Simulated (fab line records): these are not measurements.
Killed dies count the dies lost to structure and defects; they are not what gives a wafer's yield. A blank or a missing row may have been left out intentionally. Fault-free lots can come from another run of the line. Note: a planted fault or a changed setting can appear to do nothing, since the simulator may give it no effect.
Which tool is to blame? -- flow nand_harc -- 72 wafers from 24 lots sampled at 2 of the route's 1302 steps

## WHAT THE GAUGES READ, wafer by wafer
NHARC_A_SGD_CUT_CD_MEAS_09: target cd 100 nm. Usual: cd_nm reads 100.0 nm (standard deviation 0.57).
lot,measured,on,cd_nm (nm),flag
L074,day 19 03:11,cd_sem-01,98.9 100.4 98.9,
L075,day 20 03:29,cd_sem-02,100.6 99.5 99.8,
L076,day 20 17:12,cd_sem-01,100.6 100.2 100.6,
L078,day 20 18:20,cd_sem-03,99.9 99.8 99.5,
L077,day 20 22:43,cd_sem-01,98.6 98.3 98.5,
L079,day 21 09:45,cd_sem-03,99.1 99.9 99.5,
L080,day 21 20:50,cd_sem-03,99.8 100.0 100.8,
L081,day 22 14:09,cd_sem-02,100.9 100.0 100.5,
L082,day 22 14:18,cd_sem-01,99.9 100.6 100.4,
L083,day 23 00:14,cd_sem-03,100.2 100.8 100.6,
L084,day 23 00:52,cd_sem-02,99.6 99.8 100.4,
L086,day 24 02:28,cd_sem-03,99.5 99.4 99.3,
L087,day 24 02:46,cd_sem-03,99.1 100.1 99.6,
L085,day 24 02:55,cd_sem-02,100.1 100.6 100.5,
L088,day 24 14:16,cd_sem-02,100.5 100.2 99.8,
L089,day 24 14:35,cd_sem-03,99.9 99.9 99.9,
L090,day 25 10:35,cd_sem-01,100.2 100.2 99.9,
L091,day 26 08:40,cd_sem-01,100.5 100.4 100.0,
L092,day 26 11:42,cd_sem-01,99.7 99.7 100.0,
L093,day 27 09:16,cd_sem-01,100.8 100.3 100.6,
L094,day 27 19:43,cd_sem-01,100.0 99.7 101.0,
L095,day 27 19:53,cd_sem-02,100.3 100.6 100.7,
L096,day 27 20:05,cd_sem-02,100.2 100.2 99.6,
L097,day 28 06:47,cd_sem-03,99.7 100.3 100.1,

NHARC_A_SGD_CUT_INSPECT_11. Usual: raw_defect_count reads 54 (standard deviation 28).
lot,measured,on,raw_defect_count,flag
L074,day 19 03:18,defect_inspect-01,61 78 62,
L075,day 20 03:37,defect_inspect-01,15 18 14,
L076,day 20 17:20,defect_inspect-01,69 75 76,
L078,day 20 18:28,defect_inspect-02,20 24 24,
L077,day 20 22:50,defect_inspect-01,18 11 19,
L079,day 21 09:52,defect_inspect-02,59 78 64,
L080,day 21 20:58,defect_inspect-01,24 21 27,
L081,day 22 14:16,defect_inspect-01,70 77 73,
L082,day 22 14:26,defect_inspect-01,70 59 74,
L083,day 23 00:21,defect_inspect-01,73 80 73,
L084,day 23 00:59,defect_inspect-02,35 25 23,
L086,day 24 02:36,defect_inspect-01,80 96 96,
L087,day 24 02:53,defect_inspect-02,88 98 94,
L085,day 24 03:02,defect_inspect-01,18 17 14,
L088,day 24 14:24,defect_inspect-02,89 96 76,
L089,day 24 14:43,defect_inspect-02,12 13 19,
L090,day 25 10:42,defect_inspect-01,82 97 78,
L091,day 26 08:47,defect_inspect-01,27 29 33,
L092,day 26 11:50,defect_inspect-01,87 82 73,
L093,day 27 09:23,defect_inspect-02,55 61 65,
L094,day 27 19:50,defect_inspect-01,42 56 55,
L095,day 27 20:01,defect_inspect-02,15 34 22,
L096,day 27 20:13,defect_inspect-02,73 58 75,
L097,day 28 06:55,defect_inspect-01,64 58 62,

## EACH LOT AND THE TOOL THAT RAN IT (in order: tool; ch and the chambers of the sampled wafers; start)
The record shows no process step preceding these readings.

## WHAT THE TOOLS THEMSELVES READ (means of the sampled wafers that have a number; where no wafer has one, the mark that the record gives instead)
The record holds no such reading with a usual standard deviation.

## THE ANSWER, worked out from the rows above alone
Rule: a lot is off if the mean of its wafers that have a number lies more than 3 standard deviations from the usual mean. Also off: a lot with no number at a reading for which 4 or more lots have one. The other lots that the step has rows for count as sound. Order of review: gauges by route order, followed by the tools' own readings, for which a lot's mean as printed above is used. The first step at which some lot is off is used, and at that step the reading that is off furthest; a lot without a number counts as furthest.
None of the lots is off at any reading shown; this tells nothing.

## WHAT WAS PUT IN BY THE SIMULATOR
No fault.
